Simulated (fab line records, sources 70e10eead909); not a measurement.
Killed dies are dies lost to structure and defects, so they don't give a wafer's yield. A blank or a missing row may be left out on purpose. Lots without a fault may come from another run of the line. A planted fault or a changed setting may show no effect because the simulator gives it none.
fab line records | flow nand_harc | part 2 of 2: steps 21 to 30 of 30
record lots=5 wafers=15 last_day=33
route steps=1302 shown A_CHANNEL_HOLE_D1@482 A_CHANNEL_FILL_D1@490
lots that met no fault: from a run of the same line without faults
start_h: hours from the record's first day to the start of the lot's first wafer shown | wait_h: hours since the lot's step before | " the same as in the row above | L1.1+2: a row that stands for several wafers | - no value, or no start given | * or withheld: withheld | < > ~ a bound
route shown NAME@n: a module of which the file shows steps, and the number in the route of the first | usual: mean/standard deviation of fault-free wafers | same: alike in all rows | chamber/n: place in a boat | sites: the reading at each site | _std_site: their standard deviation | _edge_site: outer sites' mean less inner sites' | radius_mm: how far each site lies from the wafer's centre | mask NAME#n: copy n | behind: the tool/chamber that last shaped the wafer | hold: why the lot was held/for how many hours/how that ended | device: the transistor (n, p or np) that didn't switch | end of line: the same wafers' tests at the end of the route | a step without rows: its recipe alone | killed: dies lost to structure and defects at the first sort, not the wafer's yield | map: a wafer's dies, x killed, . not, _ none there
set.NAME: the setting as run; set.NAME@STEP: as run at that earlier step | model.NAME: the simulator's own value behind a step, which no gauge read
lots at some steps of the route; a table a step, a row a wafer
services: from which hour (start_h, from the record's first day; less than 0 if before it) a tool's chamber was out of use, for how many hours, and why
## steps
# step NHARC_A_CHANNEL_FILL_D1_PRECLEAN_21
# recipe time_s=30 chemistry=dHF
# same time_s=30
# columns lot.wafer tool chamber start_h wait_h
L077.2+4+5 wet_bench-05 5,0,1 244.02 -
L081.5+4+1 wet_bench-05 4,5,6 282.34 -
L089.4+1+3 wet_bench-05 7,1,2 369.02 -
L090.4+1+3 wet_bench-07 0,1,2 378.86 -
L097.6+4+3 wet_bench-09 4,6,7 441.41 -
# step NHARC_A_CHANNEL_FILL_D1_SRD_23
# columns lot.wafer tool chamber start_h wait_h
L077.2+4+5 wet_bench-05 5,0,1 244.05 0.0
L081.5+4+1 wet_bench-05 4,5,6 282.35 0.0
L089.4+1+3 wet_bench-05 7,1,2 369.04 0.0
L090.4+1+3 wet_bench-07 0,1,2 378.88 0.0
L097.6+4+3 wet_bench-09 4,6,7 441.43 0.0
# step NHARC_A_CHANNEL_FILL_D1_CVD_05
# recipe target_thk_a=50 temp_c=550 material=poly-Si
# usual spike_tc_lower_C=551.1/1.3 zone_power_centre_pct=7.2/0.38
# columns lot.wafer tool chamber start_h wait_h spike_tc_lower_C zone_power_centre_pct
L077.2 lpcvd_poly-02 0 246.50 2.4 550.2 7.5
L077.4 " 0 " " 550.3 7.5
L077.5 " 0 " " 552.6 7.6
L081.1 lpcvd_poly-03 0 284.69 2.3 549.4 7.4
L081.4 " 0 " " 550.7 7.3
L081.5 " 0 " " 550.3 7.4
L089.1 lpcvd_poly-01 0 371.31 2.3 551.8 6.9
L089.3 " 0 " " 551.2 6.7
L089.4 " 0 " " 551.4 6.8
L090.1 lpcvd_poly-02 0 381.32 2.4 551.1 7.4
L090.3 " 0 " " 551.7 7.6
L090.4 " 0 " " 551.7 7.6
L097.3 lpcvd_poly-02 0 443.88 2.4 551.5 7.5
L097.4 " 0 " " 552.5 7.6
L097.6 " 0 " " 552.5 7.4
# step NHARC_A_CHANNEL_FILL_D1_ANNEAL_22
# recipe temp_c=620 time_s=7200
# usual spike_tc_lower_C=620.3/1.4 tube_center_temp_C_max=621.61/0.27 zone_power_centre_pct=9.0/1.1
# same time_s=7200
# columns lot.wafer tool chamber start_h wait_h spike_tc_lower_C tube_center_temp_C_max zone_power_centre_pct
L077.2 furnace-07 0 251.69 3.3 619.3 621.45 7.9
L077.4 " 0 " " 618.9 621.63 7.9
L077.5 " 0 " " 618.8 621.51 7.9
L081.1 furnace-05 0 290.00 3.4 618.8 621.56 10.4
L081.4 " 0 " " 621.9 621.49 10.2
L081.5 " 0 " " 620.3 621.39 10.3
L089.1 furnace-05 0 373.80 0.7 620.7 622.26 10.3
L089.3 " 0 " " 620.8 621.42 10.2
L089.4 " 0 " " 619.7 621.51 10.5
L090.1 furnace-01 0 386.66 3.5 621.6 621.44 9.2
L090.3 " 0 " " 624.3 621.37 9.3
L090.4 " 0 " " 622.9 621.31 9.2
L097.3 furnace-05 0 449.12 3.4 620.7 621.53 10.2
L097.4 " 0 " " 619.7 621.82 10.3
L097.6 " 0 " " 619.3 621.87 10.1
# step NHARC_A_CHANNEL_FILL_D1_THK_MEAS_06
# recipe thk_meas_gauge=ellipsometry
# usual thk_nm=5.0/1
# columns lot.wafer tool chamber start_h wait_h thk_nm
L077.2 film_metro-01 - 255.68 0.4 3.3
L077.4 " - " " 4.9
L077.5 " - " " 5.0
L081.1 film_metro-02 - 293.99 0.4 4.1
L081.4 " - " " 5.1
L081.5 " - " " 4.5
L089.1 film_metro-01 - 377.79 0.4 4.5
L089.3 " - " " 4.2
L089.4 " - " " 5.4
L090.1 film_metro-01 - 390.62 0.4 4.7
L090.3 " - " " 4.2
L090.4 " - " " 4.5
L097.3 film_metro-02 - 453.11 0.4 6.5
L097.4 " - " " 5.8
L097.6 " - " " 6.6
# step NHARC_A_CHANNEL_FILL_D1_ALD_25
# recipe target_thk_a=600 pulse_time_s=10 ald_cycles=600 temp_c=300 material=SiOx
# usual heater_power_w=464/31 precursor_pulse_height_rel=0.999/0.021
# same ald_cycles=600
# columns lot.wafer tool chamber start_h wait_h heater_power_w precursor_pulse_height_rel since_wet_clean_h
L077.4 ald_hk-03 3 255.73 0.0 463 0.978 33
L077.2 " 1 256.96 1.3 455 0.997 35
L077.5 " 0 258.80 3.1 503 1.000 -
L081.1 ald_hk-03 1 294.04 0.1 452 0.990 72
L081.4 " 3 298.95 5.0 444 0.990 77
L081.5 " 2 306.31 12.3 508 0.990 -
L089.1 ald_hk-01 3 377.85 0.1 431 1.006 72
L089.4 " 1 379.09 1.3 441 0.998 73
L089.3 " 2 " " 442 1.014 74
L090.1 ald_hk-01 1 391.29 0.7 437 1.014 85
L090.4 " 2 " " 447 1.019 86
L090.3 " 3 " " 444 0.996 87
L097.4 ald_hk-03 3 453.77 0.7 461 0.994 47
L097.3 " 0 " " 501 1.014 47
L097.6 " 2 455.60 2.5 492 1.027 -
# step NHARC_A_CHANNEL_FILL_D1_ETCHBACK_08
# recipe target_depth_a=2200 time_s=110 c4f8_flow_sccm=20 ar_flow_sccm=withheld rf_w=600 bias_w=300 chemistry=C4F8
# usual oes_product_au=0.96/0.037 rf_vpp_V=440/3.1
# same time_s=110
# columns lot.wafer tool chamber start_h wait_h oes_product_au rf_hours_counter_h rf_vpp_V
L077.2 rie_diel-01 0 - - 1.00 2.5 442
L077.4 " 1 " " 1.00 2.4 440
L077.5 " 0 " " 1.01 - 442
L081.4 rie_diel-04 2 310.62 9.2 0.93 4.5 435
L081.1 " 3 " " 0.93 7.1 445
L081.5 " 2 " " 0.93 - 436
L089.3 rie_diel-04 2 - - 0.98 1.3 438
L089.1 " 3 " " 0.99 1.4 445
L089.4 " 2 " " 0.98 - 438
L090.1 rie_diel-05 1 - - 0.92 2.8 437
L090.4 " 2 " " 0.91 10.1 439
L090.3 " 0 " " 0.92 10.1 440
L097.3 rie_diel-04 1 - - 1.00 2.5 437
L097.4 " 3 " " 0.99 5.0 446
L097.6 " 1 " " 1.00 - 436
# step NHARC_A_CHANNEL_FILL_D1_STRIP_29
# recipe time_s=20 o2_flow_sccm=500 ar_flow_sccm=0 bias_w=0 chemistry=O2
# usual drypump_motor_current_A=5.5/0.35 oes_product_au=0.996/0.0099 rf_vpp_V=57.7/0.89 showerhead_plenum_p_Torr=3.51/0.16 throttle_valve_pct=17.036/0.0088
# same bias_w=0 time_s=20
# columns lot.wafer tool chamber start_h wait_h drypump_motor_current_A oes_product_au rf_hours_counter_h rf_vpp_V showerhead_plenum_p_Torr throttle_valve_pct
L077.2 rie_diel-01 0 - - 5.0 1.010 2.5 57.1 3.64 17.031
L077.4 " 1 " " 5.6 1.017 2.4 58.5 3.54 17.031
L077.5 " 1 " " 5.7 0.998 - 58.0 3.54 17.042
L081.4 rie_diel-04 3 - - 5.2 0.994 7.1 57.7 3.78 17.040
L081.1 " 2 " " 5.8 1.003 4.6 57.1 3.31 17.044
L081.5 " 3 " " 5.2 1.012 - 57.3 3.78 17.044
L089.3 rie_diel-04 2 383.61 0.2 5.8 0.987 1.3 58.2 3.31 17.048
L089.1 " 3 " " 5.2 0.987 1.4 59.3 3.78 17.034
L089.4 " 3 " " 5.2 0.983 - 58.8 3.78 17.041
L090.4 rie_diel-05 0 - - 5.9 1.001 10.2 57.5 3.50 17.021
L090.1 " 1 " " 5.3 0.977 2.9 57.5 3.31 17.050
L090.3 " 2 " " 5.0 0.991 10.2 57.0 3.48 17.037
L097.3 rie_diel-04 1 - - 5.6 0.995 2.5 58.9 3.32 17.036
L097.4 " 2 " " 5.8 0.983 5.0 55.7 3.31 17.040
L097.6 " 3 " " 5.2 0.991 - 58.2 3.78 17.042
# step NHARC_A_CHANNEL_FILL_D1_PRECLEAN_30
# recipe time_s=30 chemistry=dHF
# same time_s=30
# columns lot.wafer tool chamber start_h wait_h
L077.2+5+4 wet_bench-09 7,0,3 261.96 -
L081.4+5+1 wet_bench-05 2,4,6 310.87 -
L089.3+1+4 wet_bench-07 4,0,1 383.72 -
L090.1+4+3 wet_bench-07 7,0,1 396.47 -
L097.4+3+6 wet_bench-05 0,1,2 458.91 -
# step NHARC_A_CHANNEL_FILL_D1_SRD_31
# columns lot.wafer tool chamber start_h wait_h
L077.2+5+4 wet_bench-09 7,0,3 261.98 0.0
L081.4+5+1 wet_bench-05 2,4,6 - -
L089.3+1+4 wet_bench-07 4,0,1 383.74 0.0
L090.1+4+3 wet_bench-07 7,0,1 396.50 0.0
L097.4+3+6 wet_bench-05 0,1,2 458.96 0.0
## services
# columns tool chamber start_h hours kind
rie_diel-01 - 203.80 9.0 pm
lpcvd_poly-02 - 207.33 26.0 pm
wet_bench-03 - 210.40 8.0 pm
ald_hk-03 - 213.63 10.0 pm
rie_diel-07 3 225.57 2.3 repair
rie_diel-05 - 229.60 9.0 pm
rie_diel-04 2 235.87 5.6 repair
rie_diel-04 1 236.76 4.6 repair
rie_diel-07 1 248.96 11.9 repair
wet_bench-05 - 260.80 8.0 pm
rie_diel-07 - 285.05 0.3 repair
rie_diel-07 - 294.90 9.0 pm
ald_hk-01 - 297.16 10.0 pm
rie_diel-04 2 298.19 2.4 repair
rie_diel-04 0 312.23 18.8 repair
rie_diel-07 0 314.04 8.0 repair
rie_diel-07 3 324.45 5.9 repair
wet_bench-09 - 352.80 8.0 pm
rie_diel-04 - 354.90 9.0 pm
rie_diel-07 2 370.22 1.8 repair
rie_diel-04 1 371.15 31.6 repair
rie_diel-04 - 399.13 1.2 repair
wet_bench-05 - 436.80 8.0 pm
ald_hk-03 - 458.51 0.9 repair
